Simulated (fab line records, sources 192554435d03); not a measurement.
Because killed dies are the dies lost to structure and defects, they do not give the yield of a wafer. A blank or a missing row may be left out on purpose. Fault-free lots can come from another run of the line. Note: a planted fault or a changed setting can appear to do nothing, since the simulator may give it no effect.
fab line records	flow n5-finfet
[record] lots = 7	wafers = 21	last-day = 17
route steps=1938 shown BEOL_M2@870 BEOL_M4@1111 PASSIVATION@1936
lots that met no fault: from a run of the same line without faults
start-h: hours from the record's first day to the start of the lot's first wafer shown	wait-h: time in hours since the lot's previous step	" the same as in the row above	L1.1+2: a row that stands for several wafers	- no value, or no start given	* or withheld: withheld	< > ~ a bound
route shown NAME@n: a module of which the file shows steps, and the number in the route of the first	usual: mean/standard deviation taken from wafers without a fault	same: alike in all rows	chamber/n: place in a boat	sites: each site's reading	_std_site: the values' standard deviation	_edge_site: mean of outer sites minus mean of inner sites	radius-mm: how far each site lies from the wafer's centre	mask NAME#n: copy n	behind: tool/chamber where the wafer was last shaped	hold: why the lot went on hold/how many hours it stayed there/how the hold came to an end	device: whichever transistor did not switch (one of n, p or np)	end of line: the same wafers' tests at the end of the route	where a step has no rows: the recipe by itself	killed: at the first sort, the dies lost to defects and structure; wafer yield is something else	map: the dies of a wafer, with x for killed, . for not killed, _ for no die there
set.NAME: the setting that was run; set.NAME@STEP: the one run at that earlier step	model.NAME: the simulator's own value behind a step, which no gauge read
lots at some steps of the route; a table a step, a row a wafer
services: from which hour (start-h, from the record's first day; less than 0 if before it) a tool's chamber was out of use, for how many hours, and why
[[steps]]
[step N5_BEOL_M2_COAT_22]
[recipe] resist = CAR-EUV	spin-rpm = 1500	resist-thk-nm = 30
[step N5_BEOL_M2_EBR_24]
[recipe] solvent = PGMEA	ebr-width-mm = 1.5
[step N5_BEOL_M2_SOFTBAKE_23]
[recipe] temp-c = 110	time-s = 60	resist = CAR-EUV
[step N5_BEOL_M2_EXPOSE_25]
[recipe] mask-id = V1	na = 0.33	source-shape = quasar	sigma-inner = 0.2	sigma-outer = 0.8	polarization = unpolarized	defocus-nm = 5	dose-mj = 63
[step N5_BEOL_M2_PEB_26]
[recipe] peb-temp-c = 100	peb-time-s = 60	resist = CAR-EUV
[step N5_BEOL_M2_DEVELOP_27]
[recipe] develop-time-s = 30	developer = TMAH	resist = CAR-EUV	rinse-liquid = surfactant-rinse	dry = air-spin	dev-temp-c = 23
[step N5_BEOL_M2_CD_MEAS_28]
[recipe] target-cd-nm = 26.2	landing-energy-ev = 500	detector = se-inlens	target-cd-y-nm = 24.1	polarity = opening
[usual] cd-nm = 26.25/0.24
lot.wafer	tool	chamber	start-h	wait-h	cd-nm
L581.3	cd-sem-02	0	149.92	-	26.11
L581.5	"	0	"	"	26.44
L581.6	"	0	"	"	26.10
L582.3	cd-sem-02	0	156.37	-	26.26
L582.4	"	0	"	"	26.11
L582.6	"	0	"	"	25.82
L583.1	cd-sem-03	0	173.87	-	25.97
L583.5	"	0	"	"	26.26
L583.6	"	0	"	"	26.10
L590.2	cd-sem-01	0	220.13	-	25.65
L590.4	"	0	"	"	26.02
L590.6	"	0	"	"	26.44
L595.3	cd-sem-02	0	241.11	-	26.16
L595.4	"	0	"	"	25.95
L595.6	"	0	"	"	25.82
L596.1	cd-sem-01	0	244.97	-	25.76
L596.2	"	0	"	"	26.16
L596.3	"	0	"	"	26.03
L598.2	cd-sem-01	0	255.30	-	26.73
L598.3	"	0	"	"	26.41
L598.6	"	0	"	"	26.72
[step N5_BEOL_M2_OVL_MEAS_29]
[recipe] points-per-wafer = 522
[usual] V1_OVL = -0.2/0.73
lot.wafer	tool	chamber	start-h	wait-h	V1_OVL[nm]
L581.3	overlay-02	0	149.96	0.0	-0.5
L581.5	"	0	"	"	1.0
L581.6	"	0	"	"	0.3
L582.3	overlay-02	0	156.41	0.0	-0.3
L582.4	"	0	"	"	0.0
L582.6	"	0	"	"	-0.4
L583.1	overlay-02	0	173.90	0.0	-0.7
L583.5	"	0	"	"	0.6
L583.6	"	0	"	"	-0.1
L590.2	overlay-01	0	220.17	0.0	-1.6
L590.4	"	0	"	"	-1.6
L590.6	"	0	"	"	-1.0
L595.3	overlay-01	0	241.15	0.0	0.5
L595.4	"	0	"	"	0.0
L595.6	"	0	"	"	-0.6
L596.1	overlay-02	0	245.00	0.0	-0.6
L596.2	"	0	"	"	0.5
L596.3	"	0	"	"	-0.6
L598.2	overlay-01	0	255.34	0.0	-0.7
L598.3	"	0	"	"	-1.0
L598.6	"	0	"	"	-0.9
[step N5_BEOL_M2_INSPECT_30]
[recipe] mode = adi	inspect-instrument = brightfield
[usual] raw-defect-count = 404/97
lot.wafer	tool	chamber	start-h	wait-h	raw-defect-count
L581.3	defect-inspect-01	-	150.00	0.0	394
L581.5	"	-	"	"	345
L581.6	"	-	"	"	300
L582.3	defect-inspect-01	-	156.46	0.0	498
L582.4	"	-	"	"	321
L582.6	"	-	"	"	289
L583.1	defect-inspect-01	-	173.96	0.1	367
L583.5	"	-	"	"	299
L583.6	"	-	"	"	333
L590.2	defect-inspect-02	-	220.22	0.0	386
L590.4	"	-	"	"	380
L590.6	"	-	"	"	532
L595.3	defect-inspect-02	-	241.20	0.0	539
L595.4	"	-	"	"	383
L595.6	"	-	"	"	628
L596.1	defect-inspect-02	-	245.06	0.1	622
L596.2	"	-	"	"	433
L596.3	"	-	"	"	319
L598.2	defect-inspect-01	-	255.39	0.0	413
L598.3	"	-	"	"	285
L598.6	"	-	"	"	406
[step N5_BEOL_M2_DESCUM_33]
[recipe] chemistry = O2	time-s = 7	source-power-w = 50	bias-power-w = 20	pressure-mtorr = 20	rf-frequency-hz = 2.712e+07	temp-c = 40	resist = CAR-EUV	o2-flow-sccm = 225
[usual] drypump-motor-current-A = 5.6/0.52	oes-product-au = 0.79/0.08	rf-vpp-V = 243.2/1.5	showerhead-plenum-p-Torr = 2.11/0.079	throttle-valve-pct = 20.49/0.22
lot.wafer	tool	chamber	start-h	wait-h	drypump-motor-current-A	oes-product-au	rf-hours-counter-h	rf-vpp-V	showerhead-plenum-p-Torr	throttle-valve-pct
L581.3	rie-diel-01	0	150.04	0.0	5.6	0.73	201	243.1	2.07	20.63
L581.5	"	3	"	"	6.5	0.87	-	247.5	2.23	20.18
L581.6	"	2	"	"	5.1	0.80	-	243.6	2.20	20.68
L582.3	rie-diel-01	3	156.49	0.0	6.5	0.86	42	245.3	2.23	20.17
L582.4	"	0	"	"	5.6	0.72	-	244.3	2.07	20.64
L582.6	"	2	"	"	5.1	0.78	-	244.9	2.20	20.69
L583.1	rie-diel-01	0	173.99	0.0	5.6	0.72	210	242.6	2.07	20.63
L583.5	"	2	"	"	5.1	0.78	-	243.1	2.20	20.70
L583.6	"	1	"	"	5.7	0.96	-	241.4	2.06	20.24
L590.2	rie-diel-06	2	220.92	0.7	5.2	0.79	126	240.8	2.03	20.61
L590.4	"	3	"	"	4.9	0.80	94	241.2	2.03	20.20
L590.6	"	2	"	"	5.2	0.79	-	241.9	2.03	20.61
L595.3	rie-diel-06	1	241.38	0.2	5.4	0.78	124	242.2	2.12	20.58
L595.4	"	2	"	"	5.2	0.77	132	241.7	2.02	20.64
L595.6	"	2	"	"	5.2	0.77	-	241.3	2.02	20.63
L596.1	rie-diel-03	0	245.09	0.0	6.3	0.68	240	244.1	2.16	20.74
L596.2	"	2	"	"	5.8	0.69	234	240.9	1.98	20.64
L596.3	"	1	"	"	4.8	0.78	117	241.4	2.02	20.13
L598.2	rie-diel-03	0	255.59	0.2	6.3	0.68	245	243.7	2.16	20.75
L598.3	"	3	"	"	5.8	0.90	43	243.3	2.14	20.53
L598.6	"	3	"	"	5.8	0.89	-	243.6	2.14	20.50
[step N5_BEOL_M2_ETCH_77]
[recipe] chemistry = N2/H2	target = underlayer	target-depth-a = 65	mask-material = CAR-EUV	time-s = 5.2	ion-energy-ev = 200	pressure-mtorr = 30	source-w = 840	bias-w = 150	n2-flow-sccm = 200	h2-flow-sccm = 200	ends = cleared
[usual] drypump-motor-current-A = 5.6/0.51	etch-rf-on-time-s = 5.21/0.13	h2-flow-sccm = 200.0/0.6	oes-product-au = 0.67/0.065	rf-vpp-V = 524.3/2.9	showerhead-plenum-p-Torr = 2.56/0.096	throttle-valve-pct = 17.89/0.25
lot.wafer	tool	chamber	start-h	wait-h	drypump-motor-current-A	etch-rf-on-time-s	h2-flow-sccm	oes-product-au	rf-hours-counter-h	rf-vpp-V	showerhead-plenum-p-Torr	throttle-valve-pct
L581.3	rie-diel-01	0	150.07	0.0	5.6	5.23	200.2	0.62	201	523.7	2.51	17.97
L581.5	"	3	"	"	6.5	5.04	200.9	0.75	-	526.7	2.70	17.53
L581.6	"	2	"	"	5.1	5.41	201.0	0.67	-	527.0	2.68	18.16
L582.3	rie-diel-01	3	156.52	0.0	6.6	5.06	200.6	0.74	42	527.8	2.70	17.51
L582.4	"	0	"	"	5.6	5.12	200.6	0.63	-	524.9	2.51	17.98
L582.6	"	2	"	"	5.1	5.44	200.1	0.67	-	526.4	2.68	18.17
L583.1	rie-diel-01	0	174.03	0.0	5.7	5.16	198.9	0.62	210	525.1	2.50	17.99
L583.5	"	2	"	"	5.2	5.44	199.0	0.65	-	528.2	2.67	18.16
L583.6	"	1	"	"	5.7	5.19	199.8	0.81	-	521.0	2.50	17.69
L590.2	rie-diel-06	2	220.96	0.0	5.2	5.12	199.7	0.68	126	520.8	2.46	18.07
L590.4	"	3	"	"	4.9	5.30	199.0	0.67	94	520.3	2.47	17.75
L590.6	"	2	"	"	5.2	5.07	199.0	0.68	-	521.3	2.46	18.07
L595.3	rie-diel-06	1	241.42	0.0	5.4	5.24	199.8	0.65	124	522.5	2.54	17.80
L595.4	"	2	"	"	5.2	5.05	199.0	0.68	132	521.2	2.46	18.08
L595.6	"	2	"	"	5.2	5.14	199.6	0.66	-	521.2	2.46	18.10
L596.1	rie-diel-03	0	245.13	0.0	6.3	5.05	200.4	0.59	240	525.6	2.62	18.17
L596.2	"	2	"	"	5.7	5.22	199.8	0.59	234	519.8	2.40	18.06
L596.3	"	1	"	"	4.9	5.26	201.0	0.67	117	522.9	2.45	17.46
L598.2	rie-diel-03	0	255.62	0.0	6.3	5.05	200.2	0.60	245	523.8	2.62	18.20
L598.3	"	3	"	"	5.8	5.20	199.8	0.74	43	526.8	2.57	17.79
L598.6	"	3	"	"	5.8	5.31	200.2	0.74	-	523.0	2.57	17.75
[step N5_BEOL_M2_ETCH_69]
[recipe] chemistry = CF4	target = SiARC	target-depth-a = 156	mask-material = CAR-EUV	time-s = 26	ion-energy-ev = 80	pressure-mtorr = 40	source-w = 545	bias-w = 36	Ar_flow_sccm = 100	cf4-flow-sccm = 100	ends = cleared
[usual] drypump-motor-current-A = 5.6/0.51	etch-rf-on-time-s = 26.1/0.54	oes-product-au = 0.67/0.067	rf-vpp-V = 184.1/1.1	showerhead-plenum-p-Torr = 2.15/0.076	throttle-valve-pct = 15.64/0.25
lot.wafer	tool	chamber	start-h	wait-h	drypump-motor-current-A	etch-rf-on-time-s	oes-product-au	rf-hours-counter-h	rf-vpp-V	showerhead-plenum-p-Torr	throttle-valve-pct
L581.3	rie-diel-01	0	150.09	0.0	5.6	25.9	0.63	201	182.2	2.12	15.84
L581.5	"	3	"	"	6.5	25.4	0.75	-	184.1	2.27	15.28
L581.6	"	2	"	"	5.1	27.1	0.67	-	185.3	2.25	15.85
L582.3	rie-diel-01	3	156.54	0.0	6.5	25.2	0.75	42	184.3	2.27	15.30
L582.4	"	0	"	"	5.6	25.7	0.63	-	182.3	2.12	15.83
L582.6	"	2	"	"	5.1	26.7	0.67	-	184.7	2.25	15.86
L583.1	rie-diel-01	0	174.04	0.0	5.6	25.8	0.63	210	183.8	2.12	15.86
L583.5	"	2	"	"	5.1	26.8	0.67	-	186.0	2.25	15.88
L583.6	"	1	"	"	5.7	25.6	0.82	-	183.0	2.11	15.34
L590.2	rie-diel-06	2	220.97	0.0	5.2	25.2	0.68	126	183.7	2.06	15.69
L590.4	"	3	"	"	4.9	26.3	0.68	94	184.3	2.07	15.25
L590.6	"	2	"	"	5.2	25.2	0.68	-	183.4	2.06	15.67
L595.3	rie-diel-06	1	241.43	0.0	5.3	26.1	0.65	124	183.9	2.16	15.69
L595.4	"	2	"	"	5.2	25.1	0.68	132	183.3	2.06	15.69
L595.6	"	2	"	"	5.2	25.1	0.68	-	181.9	2.06	15.69
L596.1	rie-diel-03	0	245.14	0.0	6.2	25.3	0.60	240	185.3	2.20	15.90
L596.2	"	2	"	"	5.8	26.4	0.59	234	183.4	2.05	15.94
L596.3	"	1	"	"	4.8	26.6	0.66	117	183.8	2.07	15.27
L598.2	rie-diel-03	0	255.64	0.0	6.3	25.6	0.59	245	185.3	2.20	15.91
L598.3	"	3	"	"	5.8	26.3	0.75	43	185.3	2.17	15.57
L598.6	"	3	"	"	5.8	26.4	0.75	-	183.9	2.17	15.56
[step N5_BEOL_M2_ALD_98]
[recipe] material = SiO2	target-thk-a = 25	temp-c = 100	ald-precursor-family = BDEAS	ald-co-reactant = O2-plasma	pulse-time-s = 1	co-reactant-pulse-time-s = 1	purge-time-s = 2	co-reactant-purge-time-s = 2	ald-cycles = 17	pressure-torr = 2
[usual] heater-power-w = 79/10	precursor-pulse-height-rel = 1.002/0.018	susceptor-temp-C = 100.01/0.13
lot.wafer	tool	chamber	start-h	wait-h	heater-power-w	precursor-pulse-height-rel	susceptor-temp-C
L581.3	ald-sin-02	0	150.17	0.1	81	1.007	100.00
L581.5	"	3	"	"	101	0.964	99.95
L581.6	"	0	"	"	82	1.011	100.17
L582.3	ald-sin-03	3	156.83	0.3	79	0.966	100.15
L582.4	"	2	"	"	86	1.031	100.01
L582.6	"	2	"	"	85	0.979	100.08
L583.1	ald-sin-04	1	174.17	0.1	72	1.035	100.08
L583.5	"	1	"	"	73	1.003	99.86
L583.6	"	2	"	"	89	1.014	99.98
L590.2	ald-sin-02	2	221.23	0.2	71	1.003	99.96
L590.4	"	3	"	"	98	0.997	99.87
L590.6	"	0	"	"	85	1.013	99.90
L595.3	ald-sin-04	1	241.53	0.1	85	0.971	105.12
L595.4	"	0	"	"	75	1.018	105.04
L595.6	"	2	"	"	98	0.988	105.32
L596.1	ald-sin-04	1	245.23	0.1	85	1.052	105.22
L596.2	"	2	"	"	101	0.990	105.16
L596.3	"	0	"	"	76	0.987	105.33
L598.2	ald-sin-04	2	255.90	0.2	97	1.002	105.43
L598.3	"	3	"	"	110	1.011	105.35
L598.6	"	3	"	"	113	1.054	105.36
[step N5_BEOL_M2_ETCHBACK_99]
[recipe] chemistry = CHF3	target = SiO2	target-depth-a = 50	time-s = 10.4	source-w = 215	bias-w = 47	Ar_flow_sccm = 200	CHF3_flow_sccm = 12	ion-energy-ev = 100	pressure-mtorr = 30
[usual] drypump-motor-current-A = 5.6/0.5	oes-product-au = 0.79/0.086	rf-vpp-V = 241/3	showerhead-plenum-p-Torr = 2.15/0.075	throttle-valve-pct = 17.09/0.25
lot.wafer	tool	chamber	start-h	wait-h	drypump-motor-current-A	oes-product-au	rf-hours-counter-h	rf-vpp-V	showerhead-plenum-p-Torr	throttle-valve-pct
L581.3	rie-diel-06	2	151.13	0.9	5.2	0.82	101	244	2.07	17.08
L581.5	"	1	"	"	5.4	0.80	-	246	2.18	17.09
L581.6	"	0	"	"	5.0	0.73	-	234	2.22	17.27
L582.3	rie-diel-01	1	160.41	3.5	5.8	0.98	0	235	2.11	16.80
L582.4	"	0	"	"	5.6	0.72	206	242	2.12	17.22
L582.6	"	1	"	"	5.8	0.98	-	236	2.11	16.78
L583.1	rie-diel-03	0	175.70	1.5	6.3	0.71	224	242	2.21	17.28
L583.5	"	3	"	"	5.8	0.95	-	243	2.19	16.97
L583.6	"	2	"	"	5.7	0.70	-	242	2.06	17.30
L590.2	rie-diel-01	0	222.79	1.5	5.6	0.70	227	241	2.11	17.26
L590.4	"	2	"	"	5.1	0.78	127	238	2.26	17.42
L590.6	"	2	"	"	5.1	0.76	-	237	2.26	17.41
L595.3	rie-diel-01	2	243.47	1.9	5.1	0.76	135	237	2.26	17.42
L595.4	"	1	"	"	5.7	0.91	29	233	2.10	16.83
L595.6	"	2	"	"	5.1	0.77	-	238	2.26	17.45
L596.1	rie-diel-01	0	246.51	1.2	5.6	0.71	235	241	2.11	17.28
L596.2	"	3	"	"	6.6	0.83	75	244	2.26	16.78
L596.3	"	2	"	"	5.1	0.77	136	237	2.26	17.44
L598.2	rie-diel-01	0	258.95	3.0	5.6	0.70	238	241	2.11	17.31
L598.3	"	1	"	"	5.7	0.89	33	235	2.10	16.86
L598.6	"	1	"	"	5.8	0.88	-	236	2.10	16.86
[step N5_BEOL_M4_RC_MEAS_101]
[usual] DIBL_N = 36.3/1.7	DIBL_P = 36.5/1.8	IOFF_N = 0.16/0.033	IOFF_P = 0.21/0.037	ION_N = 675/11	ION_P = 462/7.9	SS_N = 71.6/0.64	SS_P = 73.3/0.68	VT_N = 249/3.3	VT_P = -250/3.3
lot.wafer	tool	chamber	start-h	wait-h	DIBL_N[mV/V]	DIBL_P[mV/V]	IOFF_N[nA/um]	IOFF_P[nA/um]	ION_N[uA/um]	ION_P[uA/um]	SS_N[mV/dec]	SS_P[mV/dec]	VT_N[mV]	VT_P[mV]
L581.3	prober-01	0	183.02	0.3	38.1	37.8	0.19	0.26	684	467	71.9	73.3	245	-249
L581.5	"	0	"	"	38.4	38.6	0.19	0.27	680	468	72.2	74.1	247	-247
L581.6	"	0	"	"	36.8	36.7	0.16	0.23	675	463	70.9	73.6	250	-248
L582.3	prober-02	0	183.16	0.3	34.9	35.6	0.13	0.20	673	467	70.7	72.6	251	-252
L582.4	"	0	"	"	34.9	35.7	0.14	0.21	666	467	71.5	73.5	251	-252
L582.6	"	0	"	"	35.4	36.7	0.15	0.23	685	473	71.4	73.5	251	-248
L583.1	prober-01	0	202.13	0.0	36.6	38.1	0.19	0.25	701	478	72.2	74.2	244	-247
L583.5	"	0	"	"	38.7	40.4	0.23	0.30	704	477	71.8	73.9	241	-246
L583.6	"	0	"	"	35.0	35.7	0.15	0.20	672	461	71.6	73.2	248	-252
L590.2	prober-02	0	251.13	0.2	36.7	36.9	0.17	0.20	680	464	71.4	73.0	250	-250
L590.4	"	0	"	"	39.5	39.9	0.22	0.26	672	463	73.9	74.1	250	-247
L590.6	"	0	"	"	37.2	36.5	0.16	0.20	670	456	71.7	73.1	251	-250
L596.1	prober-01	0	267.45	0.0	35.8	34.5	0.14	0.20	665	465	71.5	71.9	254	-250
L596.2	"	0	"	"	36.5	34.3	0.15	0.20	667	457	71.8	72.8	252	-249
L596.3	"	0	"	"	38.4	38.6	0.19	0.27	675	465	72.3	73.7	249	-246
L595.3	prober-02	0	270.60	0.3	35.3	37.0	0.18	0.20	682	466	71.7	73.1	244	-251
L595.4	"	0	"	"	37.3	39.7	0.21	0.24	679	456	71.7	73.4	247	-249
L595.6	"	0	"	"	36.0	37.4	0.18	0.21	665	454	71.7	74.5	246	-249
L598.2	prober-02	0	291.79	0.2	37.9	38.5	0.21	0.22	690	462	72.2	73.7	245	-251
L598.3	"	0	"	"	35.1	35.3	0.16	0.20	684	465	71.2	73.2	247	-254
L598.6	"	0	"	"	39.6	40.9	0.26	0.30	693	471	72.1	75.5	242	-247
[step N5_PASSIVATION_PROBE_49]
[usual] defect-limited-yield = 91.3/1.5	killed_at_M0_to_M3 = 34/9.4	killed_at_M4_up = 13/5.3	killed-at-contacts = 13/5.7	killed-at-front-end = 40/10	killed-at-other = 3.7/2.8	killed-dies = 103/17	killed-open = 67/13	killed-short = 35/8.5	sort_bin_4_leakage = 0.00/0.016	sort_bin_5_function = 5.0/0.98	sort_bin_6_memory = 3.3/0.7	sort-n-pass = 1077/17	sort-yield-pct = 91.3/1.5
[same] gross-dies = 1180	killed-at-back-side = 0	sort_bin_8_speed[%] = 0
lot.wafer	tool	chamber	start-h	wait-h	defect-limited-yield[%]	killed_at_M0_to_M3	killed_at_M4_up	killed-at-contacts	killed-at-front-end	killed-at-other	killed-dies	killed-open	killed-short	sort_bin_4_leakage[%]	sort_bin_5_function[%]	sort_bin_6_memory[%]	sort-n-pass	sort-yield-pct[%]
L582.6	prober-01	-	289.76	0.3	90.9	33	11	14	39	10	107	74	32	0	5.8	3.0	1073	90.9
L581.3	prober-02	-	290.01	0.1	91.9	34	10	14	33	5	96	67	29	0	4.4	3.2	1084	91.9
L581.5	prober-02	-	290.11	0.2	91.3	46	6	10	31	10	103	68	35	0	4.9	3.3	1077	91.3
L581.6	prober-02	-	290.16	0.3	91.1	30	16	8	45	6	105	63	38	0	5.0	3.5	1075	91.1
L583.1	prober-01	-	307.59	0.0	92.8	26	13	12	31	3	85	45	39	0	3.2	3.1	1095	92.8
L583.5	prober-01	-	307.79	0.2	92.6	24	26	11	24	2	87	61	26	0	4.7	2.5	1093	92.6
L583.6	prober-01	-	307.84	0.3	91.5	33	6	16	43	2	100	65	32	0	5.3	3.1	1080	91.5
L595.3	prober-02	-	374.75	0.1	92.1	25	12	12	41	3	93	63	29	0	4.2	3.6	1087	92.1
L595.4	prober-02	-	374.80	0.2	92.2	33	10	10	37	2	92	61	27	0	4.2	2.9	1088	92.2
L595.6	prober-02	-	374.90	0.3	92.6	30	17	9	30	1	87	54	33	0	4.6	2.6	1093	92.6
// killed by level:class
L582.6 STI_FIN_REVEAL:geometric-particle:open=14 BEOL_M1:geometric-particle:open=9 MOL_CONTACT_COAG:geometric-particle:open=8 STARTING-WAFER:geometric-particle:open=7 FIN_SAQP:geometric-particle:short=6 FIN_SAQP:geometric-particle:open=6 MOL_CONTACT_COAG:geometric-particle:short=6 BEOL_M3:geometric-particle:open=6
L581.3 MOL_CONTACT_COAG:geometric-particle:open=13 BEOL_M2:geometric-particle:open=12 FIN_SAQP:geometric-particle:open=10 STI_FIN_REVEAL:geometric-particle:open=9 BEOL_M0_SAQP:geometric-particle:short=8 FIN_SAQP:geometric-particle:short=7 BEOL_M4:geometric-particle:open=6 BEOL_M0_SAQP:geometric-particle:open=5
L581.5 BEOL_M0_SAQP:geometric-particle:open=18 BEOL_M0_SAQP:geometric-particle:short=14 STI_FIN_REVEAL:geometric-particle:open=10 BEOL_M1:geometric-particle:open=6 MOL_CONTACT_COAG:geometric-particle:open=6 FIN_SAQP:geometric-particle:open=5 FIN_SAQP:geometric-particle:short=4 ILD0:geometric-particle:open=4
L581.6 FIN_SAQP:geometric-particle:open=9 MOL_CONTACT_COAG:geometric-particle:open=8 BEOL_M0_SAQP:geometric-particle:open=7 BEOL_M0_SAQP:geometric-particle:short=6 BEOL_M2:geometric-particle:open=6 FIN_SAQP:geometric-particle:short=5 STARTING-WAFER:geometric-particle:short=5 STI_FIN_REVEAL:geometric-particle:open=4
L583.1 FIN_SAQP:geometric-particle:short=10 MOL_CONTACT_COAG:geometric-particle:open=8 BEOL_M2:geometric-particle:open=7 BEOL_M1:geometric-particle:short=6 BEOL_M1:geometric-particle:open=5 GATE_CUT:geometric-particle:short=5 BEOL_M0_SAQP:geometric-particle:short=5 FIN_SAQP:geometric-particle:open=4
L583.5 MOL_CONTACT_COAG:geometric-particle:open=10 BEOL_M1:geometric-particle:open=7 BEOL_M4:geometric-particle:open=7 FIN_SAQP:geometric-particle:short=6 BEOL_M0_SAQP:geometric-particle:open=6 BEOL_M2:geometric-particle:open=6 BEOL_M6:geometric-particle:open=6 STI_FIN_REVEAL:geometric-particle:open=5
L583.6 BEOL_M2:geometric-particle:open=12 FIN_SAQP:geometric-particle:short=11 MOL_CONTACT_COAG:geometric-particle:open=11 FIN_SAQP:geometric-particle:open=10 STI_FIN_REVEAL:geometric-particle:open=10 BEOL_M1:geometric-particle:open=7 MOL_CONTACT_COAG:geometric-particle:short=5 BEOL_M0_SAQP:geometric-particle:short=5
L595.3 MOL_CONTACT_COAG:geometric-particle:open=12 BEOL_M3:geometric-particle:open=9 FIN_SAQP:geometric-particle:short=8 STI_FIN_REVEAL:geometric-particle:open=6 GATE_CUT:geometric-particle:short=4 BEOL_M0_SAQP:geometric-particle:short=4 BEOL_M0:geometric-particle:open=4 BEOL_M5:geometric-particle:open=4
L595.4 MOL_CONTACT_COAG:geometric-particle:open=8 BEOL_M0_SAQP:geometric-particle:open=7 DUMMY_GATE:geometric-particle:open=6 FIN_SAQP:geometric-particle:short=5 BEOL_M3:geometric-particle:open=5 BEOL_M5:geometric-particle:open=5 FIN_SAQP:geometric-particle:open=4 STI_FIN_REVEAL:geometric-particle:open=4
L595.6 MOL_CONTACT_COAG:geometric-particle:open=8 FIN_SAQP:geometric-particle:open=7 BEOL_M3:geometric-particle:open=7 BEOL_M0_SAQP:geometric-particle:short=6 GATE_CUT:geometric-particle:short=5 BEOL_M0_SAQP:geometric-particle:open=4 BEOL_M5:geometric-particle:open=4 BEOL_M4:geometric-particle:open=4
[[services]]
tool	chamber	start-h	hours	kind
rie-diel-03	2	140.46	3.9	repair
rie-diel-01	1	146.78	-	clean
rie-diel-01	1	146.78	-	consumable-replace:focus-ring
rie-diel-01	1	146.78	13.0	scheduled-down
rie-diel-01	1	146.78	13.0	vent-cycle
ald-sin-02	1	152.03	4.5	repair
ald-sin-02	-	180.96	14.6	pm
rie-diel-03	0	187.82	10.9	repair
rie-diel-06	0	188.36	17.2	repair
rie-diel-03	1	213.27	14.2	repair
ald-sin-02	-	215.38	0.4	repair
rie-diel-03	0	218.88	6.2	repair
ald-sin-04	3	224.90	1.6	repair
ald-sin-04	3	230.83	15.4	repair
ald-sin-02	-	233.36	0.5	repair
rie-diel-06	1	254.91	6.7	repair
rie-diel-06	3	258.08	2.7	repair
[[key]]
[first-sign] step = N5_BEOL_M2_ALD_98	reading = susceptor-temp-C	direction = up	sigmas = 42	usual = *	struck = *
[effect] step = N5_BEOL_M2_ALD_98	reading = heater-power-w	direction = up	sigmas = 1.3	usual = *	struck = *
met-at N5_BEOL_M2_ALD_98
struck-wafers L595.3,L595.4,L595.6,L596.1,L596.2,L596.3,L598.2,L598.3,L598.6
onset-between 174.17 241.53
[fault] kind = process-parameter-drift	tool = ald-sin-04	chamber = -	onset-h = 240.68	steps = N5_BEOL_M2_ALD_98	channel = temp-c	offset = *	shape = step	end-h = 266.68	acts-in = *	stated = *
